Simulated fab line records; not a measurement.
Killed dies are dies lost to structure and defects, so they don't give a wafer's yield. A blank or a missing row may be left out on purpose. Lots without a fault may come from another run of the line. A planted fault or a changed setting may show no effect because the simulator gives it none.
Split-lot study    flow n5Finfet    on a route of 1938 steps: 7 lots, 21 wafers read

== ON THE SPLIT ==
At N5_BEOL_M10_COAT_63 (time 60 s, resist thk 100 nm), the setting spinRpm was moved away from the recipe's 1500 rpm on 6 of the 21 wafers read, by -6.7% to -3.9%. For the rest of the wafers, this setting stayed at what the recipe calls for.

== FROM THE SPLIT TO THE READING: what the file shows between them, 7 steps ==
- N5_BEOL_M10_PEB_26: peb time 60 s (also split here: pebTimeS)
- N5_BEOL_M10_DEVELOP_27: develop time 30 s
- N5_BEOL_M10_CD_MEAS_28: target cd 70 nm
- N5_BEOL_M10_DESCUM_33: chemistry O2, time 7.9 s
- N5_BEOL_M10_ETCH_65: etches SiARC in CF4, target depth 39 nm, time 65 s
- N5_BEOL_M10_ETCH_66: etches SOC in N2/H2, target depth 120 nm, overetch 24 nm, time 180 s
- N5_BEOL_M10_STRIP_69: strips in N2/H2

== THE READING ==
SOC_of_BEOL_M10_COAT_63.thkNm (the simulator's own value, which no gauge read), in nm, at N5_BEOL_M10_VIA_ETCH_34 (etches SiCOH lowk in C4F6/O2, target depth 184.5 nm, time 69.2 s). The file gives no usual value for it. Here, 15 wafers ran the recipe; their average is 92.2 nm with a standard deviation of 0.28 nm.

wafer   tool, chamber at the split  spinRpm as run, rpm  against the recipe  SOC_of_BEOL_M10_COAT_63.thkNm, nm  against lot-mates on the recipe
L076.2  lithoTrack-02, 0            1500                 recipe              92.8                               -
L076.3  lithoTrack-02, 0            1500                 recipe              92                                 -
L076.4  lithoTrack-02, 0            1500                 recipe              92.4                               -
L074.3  lithoTrack-03, 0            1438                 -4.1%               94.2                               +2.6
L074.5  lithoTrack-03, 0            1500                 recipe              91.6                               -
L074.6  lithoTrack-03, 0            1438                 -4.1%               94.4                               +2.8
L079.1  lithoTrack-03, 0            1500                 recipe              92.2                               -
L079.4  lithoTrack-03, 0            1442                 -3.9%               94.2                               +2.2
L079.6  lithoTrack-03, 0            1500                 recipe              91.8                               -
L083.1  lithoTrack-02, 0            1500                 recipe              92.4                               -
L083.6  lithoTrack-02, 0            1500                 recipe              92.4                               -
L083.5  lithoTrack-02, 0            1500                 recipe              92                                 -
L088.1  lithoTrack-03, 0            1500                 recipe              92.2                               -
L088.3  lithoTrack-03, 0            1401                 -6.6%               96                                 +3.9
L088.5  lithoTrack-03, 0            1500                 recipe              92                                 -
L092.2  lithoTrack-02, 0            1500                 recipe              92.4                               -
L092.5  lithoTrack-02, 0            1500                 recipe              92.2                               -
L092.6  lithoTrack-02, 0            1500                 recipe              92.2                               -
L095.1  lithoTrack-04, 0            1500                 recipe              92.2                               -
L095.4  lithoTrack-04, 0            1400                 -6.7%               96                                 +3.8
L095.5  lithoTrack-04, 0            1400                 -6.7%               95.8                               +3.6

FIT RESULTS
A straight line over all 21 wafers: SOC_of_BEOL_M10_COAT_63.thkNm changes by -0.552 nm for each +1% of spinRpm; r = -0.98; the points scatter about the line by 0.26 nm.
The same after taking each lot's own level away (the mean of its wafers on the recipe; 21 wafers): -0.581 nm for each +1%; r = -0.99; scatter 0.21 nm.
Per that fit: largest spinRpm move, reading shift of 3.9 nm.
The span of the lots' own levels, 91.60 to 92.40 nm, comes to 2.9 times the standard deviation stated above.
Consequently the slope shifts little with the lot-to-lot level, the two slopes agreeing.
Check: for one of the wafers moved furthest among these (-6.7%), held out of the fit, the line's prediction against its lot-mates is +3.91 nm. It came out at +3.8 nm against them.

== OTHER SPLITS ON THESE WAFERS ==
Other splits were also applied to these wafers ahead of the reading. Each is held against what the fit with the lots' levels taken away leaves over:
other split on the same wafers   wafers away from the commonest value  r with SOC_of_BEOL_M10_COAT_63.thkNm (lot level and that fit taken away)
N5_BEOL_M7_EXPOSE_25 doseMj      4                                     +0.21
N5_BEOL_M7_ETCH_41 sourceW       7                                     -0.21
N5_BEOL_M8_ETCH_65 sourceW       8                                     -0.10
N5_BEOL_M8_TRENCH_ETCH_37 biasW  4                                     -0.02
N5_BEOL_M10_ILD_DEP_00 timeS     6                                     +0.10
N5_BEOL_M10_PEB_26 pebTimeS      4                                     +0.25

== THE WHOLE CHAIN: every reading that the file lists as answering this split, in the file's order ==
step                     what it does                                                          reading                                                                         change (the file's fit)                r (the file's)
N5_BEOL_M10_COAT_63      time 60 s, resist thk 100 nm                                          SOC_of_BEOL_M10_COAT_63.thkNm (the simulator's own value, which no gauge read)  -0.56 nm for each +1% of the setting   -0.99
N5_BEOL_M10_ETCH_66      etches SOC in N2/H2, target depth 120 nm, overetch 24 nm, time 180 s  etch.depthNm (the simulator's own value, which no gauge read)                   -0.555 nm for each +1% of the setting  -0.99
N5_BEOL_M10_VIA_ETCH_34  etches SiCOH lowk in C4F6/O2, target depth 184.5 nm, time 69.2 s      SOC_of_BEOL_M10_COAT_63.thkNm (the simulator's own value, which no gauge read)  -0.584 nm for each +1% of the setting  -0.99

== FILE'S OWN FIT ==
SOC_of_BEOL_M10_COAT_63.thkNm changes by -0.584 nm for each +1% of spinRpm, r = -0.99.
